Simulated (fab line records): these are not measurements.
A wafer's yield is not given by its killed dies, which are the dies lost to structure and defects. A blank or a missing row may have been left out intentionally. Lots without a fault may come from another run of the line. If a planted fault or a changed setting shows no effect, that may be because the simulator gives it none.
Struck lot and sound lot, side by side + flow n5Finfet + 39 out of 1938 route steps
Sound: these wafers, L411.3, L411.5, L411.6. Struck: wafer L400.4; the same lot's L400.2 was not struck, so it is left out; see the end for the cause.
At each step with rows: each side's tool, then ch and its chambers, then its first start. Under that, the readings that differ: sound wafers + struck wafers + difference of the means + sigmas: that difference in standard deviations of wafers without a fault.
alike: words and numbers the same on both sides, and readings whose means are apart by under 2 such deviations; not compared: readings that were withheld, readings missing a value for some wafer, numbers with overlapping values and no deviation given by the record, and bounds like >300 which may hide the same value.
Wherever a step has rows on one side only, a row that says differs or no value, or a row with sigmas, the two part there. When numbers do not overlap yet have no deviation, they are printed without sigmas and do not part them. Lack of a reading on every wafer of one side parts them only where that side has two or more wafers.

first, 10 steps without rows for these wafers: N5_DUMMY_GATE_ETCH_23 (etches poly-Si in HBr/Cl2/O2, target depth 41 nm, time 22.3 s); N5_DUMMY_GATE_ETCH_44 (etches poly-Si in HBr/O2, stops on SiO2, target depth 127.5 nm); N5_DUMMY_GATE_ETCH_42 (etches SiO2 in CHF3/O2, target depth 3.5 nm, time 31 s); N5_DUMMY_GATE_STRIP_48 (strips in N2/H2, time 20 s); N5_DUMMY_GATE_PRECLEAN_33 (cleans in dHF, time 10 s); N5_DUMMY_GATE_PRECLEAN_25 (cleans in O3/DIW, time 45 s); N5_DUMMY_GATE_PRECLEAN_51 (cleans in SC2, time 45 s); N5_DUMMY_GATE_SRD_26 (time 30 s); N5_DUMMY_GATE_UV_OZONE_45 (time 120 s); N5_SPACER0_ALD_07 (deposits SiNx, target thk 2 nm).
N5_SPACER0_ALD_00: deposits SiOCN, target thk 3.5 nm, pulse time 3 s, purge time 2 s.
  sound on aldSin-03 ch 1,2, day 7 08:29; struck on aldSin-03 ch 3, day 4 11:24
| reading                                  | sound       | struck | difference | sigmas |
|------------------------------------------|-------------|--------|------------|--------|
| aldCycles                                | 58 58 58    | 67     | +9         |        |
| model.SiOCN_of_SPACER0_ALD_00.thkNm (nm) | 3.6 3.4 3.6 | 4      | +0         |        |
  alike: heaterPowerW, precursorPulseHeightRel
then, 25 steps without rows for these wafers: N5_SPACER0_ALD_08 (deposits SiNx, target thk 2 nm); N5_SD_EPI_N_COAT_32 (time 60 s, resist thk 350 nm); N5_SD_EPI_N_COAT_33 (time 60 s, resist thk 35 nm); N5_SD_EPI_N_COAT_03 (resist thk 150 nm); N5_SD_EPI_N_EBR_05; N5_SD_EPI_N_SOFTBAKE_04 (time 60 s); N5_SD_EPI_N_EXPOSE_06 (exposes mask SD N BLK, target cd 120 nm); N5_SD_EPI_N_PEB_07 (peb time 60 s); N5_SD_EPI_N_DEVELOP_08 (develop time 30 s); N5_SD_EPI_N_DESCUM_14 (chemistry O2, time 7.9 s); N5_SD_EPI_N_ETCH_34 (etches SiARC in CF4, target depth 45.5 nm, time 75.8 s); N5_SD_EPI_N_ETCH_35 (etches SOC in N2/H2, overetch 108 nm, time 486 s); N5_SD_EPI_N_STRIP_36 (strips in N2/H2); N5_SD_EPI_N_ETCHBACK_44 (etches SiNx in CH3F/O2, stops on SiO2, target depth 14.5 nm); N5_SD_EPI_N_ETCH_45 (etches SiOCN in CH3F/O2, target depth 6 nm); N5_SD_EPI_N_ETCH_16 (etches SiO2 in CHF3/O2, target depth 5 nm); N5_SD_EPI_N_STRIP_47 (strips in CHF3/O2); N5_SD_EPI_N_SD_RECESS_17 (chemistry HBr/Cl2/O2, target depth 41 nm, time 23.7 s, bt time 3 s); N5_SD_EPI_N_STRIP_38 (strips in N2/H2); N5_SD_EPI_N_WET_ETCH_43 (etches SiO2 in dHF, time 14 s, target depth 1.5 nm); N5_SD_EPI_N_STRIP_18 (strips in SPM, time 750 s); N5_SD_EPI_N_SRD_20 (time 30 s); N5_SD_EPI_N_PRECLEAN_48 (cleans in NF3:NH3, afs cycles 2, time 20 s, sublimation time 60 s); N5_SD_EPI_N_VAPOR_ETCH_50 (etches Si in HCl, time 54 s); N5_SD_EPI_N_EPI_21 (deposits Si:P, time 690 s).
N5_SD_EPI_P_PRECLEAN_32: cleans in dHF, time 10 s.
  sound on wetBench-06 ch 2,3,7, day 7 17:21; struck on wetBench-03 ch 5, day 4 20:35
| reading                                  | sound       | struck | difference | sigmas |
|------------------------------------------|-------------|--------|------------|--------|
| model.SiOCN_of_SPACER0_ALD_00.thkNm (nm) | 3.4 3.4 3.4 | 4      | +1         |        |
-- the record jumps here: 4 days lie between the struck wafers' starts before and after (it left off in module SD_EPI_P and takes up again in module BEOL_M4, whose first step shown is number 1111 of the route) --
N5_BEOL_M4_RC_MEAS_101:
  sound on prober-01 ch 0, day 12 07:28; struck on prober-01 ch 0, day 9 08:25
| reading         | sound                | struck | difference | sigmas |
|-----------------|----------------------|--------|------------|--------|
| IOFF_N (nA/um)  | 0.213 0.184 0.155    | 0.129  | -0.055     | -3     |
| IOFF_P (nA/um)  | 0.273 0.259 0.222    | 0.180  | -0.071     | -3     |
| REXT_N (ohm.um) | 73.6 73.6 72.9       | 83.1   | +9.7       | +6     |
| REXT_P (ohm.um) | 100.6 101.1 101.3    | 109.0  | +8.0       | +3     |
| VT_P (mV)       | -244.7 -245.1 -245.9 | -255.6 | -10.4      | -4     |
  alike: DIBL_N, DIBL_P, ION_N, ION_P, SS_N, SS_P, VT_N
N5_PASSIVATION_PROBE_49:
  rows exist in the record for the sound wafers here (prober-02, day 16 01:06), none for the struck ones

## WHERE THEY PART
At N5_BEOL_M4_RC_MEAS_101 first; at N5_PASSIVATION_PROBE_49 last (within this record only).

WHY: what the simulator had put in
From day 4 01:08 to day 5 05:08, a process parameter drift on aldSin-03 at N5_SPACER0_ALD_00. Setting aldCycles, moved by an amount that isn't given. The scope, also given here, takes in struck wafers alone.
